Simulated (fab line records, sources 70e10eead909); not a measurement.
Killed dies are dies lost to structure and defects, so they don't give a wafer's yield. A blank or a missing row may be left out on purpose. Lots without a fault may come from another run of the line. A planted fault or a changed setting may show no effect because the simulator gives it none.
Which tool did it? | flow nand_harc | 11 lots, 33 wafers sampled, at 2 steps of a route of 1302

WHAT THE GAUGES READ, wafer by wafer
NHARC_P_ZERO_WELL_CD_MEAS_37: target cd 720 nm.
lot  | measured     | on        | cd_nm (nm)
L337 | day 1 23:59  | cd_sem-02 | 722.1 721.3 723.3
L339 | day 2 20:14  | cd_sem-01 | 723.5 723.7 724.5
L341 | day 3 15:59  | cd_sem-01 | 715.9 715.3 719.0
L342 | day 4 02:14  | cd_sem-01 | 715.7 721.5 717.1
L343 | day 4 12:10  | cd_sem-03 | 719.6 721.3 721.4
L344 | day 4 22:32  | cd_sem-01 | 741.0 739.5 738.1 741.0 740.0 738.4
L353 | day 8 16:02  | cd_sem-01 | 719.6 719.3 720.1
L354 | day 9 01:55  | cd_sem-01 | 721.5 723.6 718.9
L356 | day 9 22:05  | cd_sem-03 | 724.1 722.8 723.1
L358 | day 10 18:15 | cd_sem-02 | 717.9 719.0 713.3
L359 | day 11 04:15 | cd_sem-01 | 719.1 719.7 720.4

WHICH TOOL RAN EACH LOT (tool, then ch and the chambers of the sampled wafers, then the start)
lot  | NHARC_P_ZERO_WELL_EXPOSE_34
L337 | krf_scanner-03 ch 0, day 1 23:50
L339 | krf_scanner-03 ch 0, day 2 20:05
L341 | krf_scanner-04 ch 0, day 3 15:50
L342 | krf_scanner-03 ch 0, day 4 02:05
L343 | krf_scanner-03 ch 0, day 4 12:00
L344 | krf_scanner-03 ch 0, day 4 22:23
L353 | krf_scanner-03 ch 0, day 8 15:53
L354 | krf_scanner-03 ch 0, day 9 01:45
L356 | krf_scanner-02 ch 0, day 9 21:56
L358 | krf_scanner-04 ch 0, day 10 18:06
L359 | krf_scanner-03 ch 0, day 11 04:06
- NHARC_P_ZERO_WELL_EXPOSE_34: exposes mask P PWELL, target cd 720 nm.

THE ANSWER, worked out from the rows above alone
Rule: what is usual is taken from the lots themselves. Put in order of their means at a reading, lots are off if they are a third of the lots or fewer, leave a main group of 4 or more, and stand apart from it by a gap of 3 or more times the standard deviation of the main group's means; of several such gaps the widest counts. A main group whose means are all the same, to the digits that the tables above print for the reading, isn't used. A lot without any number at a reading at which 4 lots or more have one is off too. The other lots that the step has rows for count as sound.
Off: L344, at NHARC_P_ZERO_WELL_CD_MEAS_37 (cd_nm). The main group: mean 720.3 nm, standard deviation 2.4.
A tool fits if, at a process step before that reading, it ran every lot that is off, and no sound lot after the first of them. The gauges at NHARC_P_ZERO_WELL_CD_MEAS_37 are tried like those tools. None of those tried fits.

WHAT THE SIMULATOR HAD PUT IN
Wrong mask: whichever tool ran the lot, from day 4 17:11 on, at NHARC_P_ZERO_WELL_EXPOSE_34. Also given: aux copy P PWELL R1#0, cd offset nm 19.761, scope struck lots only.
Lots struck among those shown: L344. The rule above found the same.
